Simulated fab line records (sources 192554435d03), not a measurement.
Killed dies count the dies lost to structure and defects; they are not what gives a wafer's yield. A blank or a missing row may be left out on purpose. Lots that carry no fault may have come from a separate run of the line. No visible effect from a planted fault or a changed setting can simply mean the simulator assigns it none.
Struck lot and sound lot, side by side    flow n5_finfet    16 steps out of a route of 1938
Sound: these wafers, L870.1, L870.3, L870.6. Struck: wafer L880.2; the same lot's L880.4 was not struck, so it is left out; see the end for the cause.
Each step with rows lists, per side, the tool, then ch with its chambers, then its first start. Under that, the readings that differ: sound wafers    struck wafers    difference of the means    sigmas: that difference in standard deviations of wafers without a fault.
alike: words and numbers the same on both sides, and readings whose means are apart by under 2 such deviations; not compared: readings that were withheld, readings missing a value for some wafer, numbers with overlapping values and no deviation given by the record, and bounds like >300 which may hide the same value.
Wherever a step has rows on one side only, a row that says differs or no value, or a row with sigmas, the two part there. Non-overlapping numbers with no deviation appear without sigmas and do not part them. A reading missing from all wafers of one side parts the sides only when that side holds two or more wafers.

N5_FIN_CUT_OVL_MEAS_09:
  sound on overlay-02 ch 0, day 4 17:08; struck on overlay-01 ch 0, day 7 03:23
  alike: FIN_CUT_OVL
N5_FIN_CUT_INSPECT_10: inspects for defects (brightfield).
  sound on defect_inspect-02, day 4 17:12; struck on defect_inspect-01, day 7 03:26
  alike: raw_defect_count
then, 1 step without rows for these wafers: N5_FIN_CUT_DESCUM_13 (chemistry O2, time 7 s).
N5_FIN_CUT_ETCH_30: etches underlayer in N2/H2, target depth 13 nm, time 10.4 s.
  sound on rie_diel-03 ch 0,1,3, day 4 17:27; struck on rie_diel-03 ch 0, day 7 03:30
  alike: drypump_motor_current_A, etch_rf_on_time_s, oes_product_au, rf_vpp_V, showerhead_plenum_p_Torr, throttle_valve_pct
  not compared: rf_hours_counter_h
then, 1 step without rows for these wafers: N5_FIN_CUT_ETCH_20 (etches SiARC in CF4, target depth 26 nm, time 43.3 s).
N5_FIN_CUT_ETCH_21: etches SOC in N2/H2, target depth 219 nm, overetch 43.8 nm, time 523.5 s.
  sound on rie_diel-03 ch 0,1,3, day 4 17:31; struck on rie_diel-03 ch 0, day 7 03:34
  alike: drypump_motor_current_A, oes_product_au, rf_vpp_V, showerhead_plenum_p_Torr, throttle_valve_pct
  not compared: rf_hours_counter_h
then, 2 steps without rows for these wafers: N5_FIN_CUT_STRIP_23 (strips in N2/H2); N5_FIN_CUT_STRIP_31 (strips in N2/H2).
N5_FIN_CUT_STRIP_24: strips in CF4.
  sound on rie_diel-03 ch 0,1,3, day 4 17:50; struck on rie_diel-03 ch 0, day 7 03:53
  alike: drypump_motor_current_A, oes_product_au, rf_vpp_V, showerhead_plenum_p_Torr, throttle_valve_pct
  not compared: rf_hours_counter_h
N5_FIN_CUT_CUT_ETCH_26: etches SiNx in CH3F/O2, target depth 39 nm, time 55.7 s.
  sound on rie_diel-03 ch 0,1,3, day 4 17:52; struck on rie_diel-03 ch 0, day 7 03:54
  alike: drypump_motor_current_A, oes_product_au, rf_vpp_V, showerhead_plenum_p_Torr, throttle_valve_pct
  not compared: rf_hours_counter_h
N5_FIN_CUT_CUT_ETCH_27: etches SiO2 in CHF3/O2, target depth 4 nm, overetch 2 nm, time 4.9 s.
  sound on rie_diel-03 ch 0,1,3, day 4 17:54; struck on rie_diel-03 ch 0, day 7 03:57
  alike: drypump_motor_current_A, oes_product_au, rf_vpp_V, showerhead_plenum_p_Torr, throttle_valve_pct
  not compared: rf_hours_counter_h
then, 1 step without rows for these wafers: N5_FIN_CUT_PRECLEAN_35 (cleans in vHF, time 13.3 s).
N5_FIN_CUT_CUT_ETCH_15: etches Si in HBr/Cl2/O2, target depth 100 nm, bt time 10 s, time 42.4 s.
  sound on rie_si-03 ch 1,2, day 4 18:03; struck on rie_si-03 ch 3, day 7 04:06
reading                                   sound            struck  difference  sigmas
model.etch.depth_nm (nm)                  100 99.21 99.64  85.76   -13.86      
model.FIN_CUT.feature_depth_nm (nm)       100 99.2 99.6    85.8    -13.8       
model.SOC_of_FIN_CUT_COAT_18.thk_nm (nm)  170 171 170.4    176.6   +6.1        
  alike: drypump_motor_current_A, oes_product_au, throttle_valve_pct
  not compared: rf_hours_counter_h
N5_FIN_CUT_CUT_ETCH_28: etches Si in HBr/Cl2/O2, target depth 6 nm, time 2.4 s.
  sound on rie_si-03 ch 1,2, day 4 18:06; struck on rie_si-03 ch 3, day 7 04:09
reading                                   sound              struck  difference  sigmas
model.SOC_of_FIN_CUT_COAT_18.thk_nm (nm)  168.4 169.2 168.6  174.8   +6.1        
  alike: drypump_motor_current_A, oes_product_au, throttle_valve_pct
  not compared: rf_hours_counter_h
then, 1 step without rows for these wafers: N5_FIN_CUT_STRIP_22 (strips in N2/H2).
-- record jumps: 6 days separate the struck wafers' starts on either side; left off in module FIN_CUT, taken up again in module BEOL_M4, whose first shown step is the route's number 1111 --
N5_BEOL_M4_RC_MEAS_101:
  sound on prober-02 ch 0, day 10 11:11; struck on prober-02 ch 0, day 12 17:45
  alike: DIBL_N, DIBL_P, IOFF_N, IOFF_P, ION_N, ION_P, SS_N, SS_P, VT_N, VT_P

== WHERE THEY PART ==
Nowhere in this record.

WHY: what the simulator had put in
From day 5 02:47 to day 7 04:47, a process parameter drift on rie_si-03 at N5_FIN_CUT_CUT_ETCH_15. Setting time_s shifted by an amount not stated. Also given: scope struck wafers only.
